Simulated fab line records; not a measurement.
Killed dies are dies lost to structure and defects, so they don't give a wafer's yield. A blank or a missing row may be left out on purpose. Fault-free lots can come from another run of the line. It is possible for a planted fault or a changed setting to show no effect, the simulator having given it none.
Chamber matching / flow n5 finfet / 3 sister chambers for N5_BEOL_M5_CURE_79 on uv cure-03
The step cures SiCOH lowk, time 240 s. 3 wafers are shown with their chamber, then 11 later ones without.

WAFERS PAIRED WITH THEIR CHAMBERS
wafer=L083.4; chamber=0; wafer_temp_C_max=388.4
wafer=L091.4; chamber=1; wafer_temp_C_max=387.8
wafer=L092.1; chamber=2; wafer_temp_C_max=387.0

WAFERS MISSING THEIR CHAMBER
wafer=L092.2; wafer_temp_C_max=387.6
wafer=L092.5; wafer_temp_C_max=387.1
wafer=L094.2; wafer_temp_C_max=387.7
wafer=L094.5; wafer_temp_C_max=386.9
wafer=L094.6; wafer_temp_C_max=386.3
wafer=L093.2; wafer_temp_C_max=387.9
wafer=L093.4; wafer_temp_C_max=387.5
wafer=L093.6; wafer_temp_C_max=388.2
wafer=L095.1; wafer_temp_C_max=387.2
wafer=L095.3; wafer_temp_C_max=387.6
wafer=L095.4; wafer_temp_C_max=388.4

WHICH CHAMBER EACH WENT THROUGH
wafer=L092.2; from the rows above=can't be placed: 1 or 2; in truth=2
wafer=L092.5; from the rows above=2; in truth=2
wafer=L094.2; from the rows above=1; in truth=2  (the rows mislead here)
wafer=L094.5; from the rows above=2; in truth=2
wafer=L094.6; from the rows above=2; in truth=2
wafer=L093.2; from the rows above=can't be placed: 1 or 0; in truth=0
wafer=L093.4; from the rows above=can't be placed: 1 or 2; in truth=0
wafer=L093.6; from the rows above=can't be placed: 0 or 1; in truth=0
wafer=L095.1; from the rows above=can't be placed: 2 or 1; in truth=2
wafer=L095.3; from the rows above=can't be placed: 1 or 2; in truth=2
wafer=L095.4; from the rows above=0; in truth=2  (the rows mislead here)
Correct placement for 3 of the 11. Not placeable from these rows: 6 (in 5, the candidates include the true chamber). Placed wrongly: 2.
How it was worked out, from the rows above alone: a wafer's distance from a chamber is the root of the sum, over the readings, of the square of ((its reading less the chamber's mean) divided by the reading's scatter). The wafer belongs to the nearest chamber; if the next one is less than 2 further off, it can't be placed. Each chamber's mean is taken over the wafers shown for it. The scatter: with one shown wafer a chamber, the root of the mean of the squares of how far each hidden wafer lies from its nearest shown one.
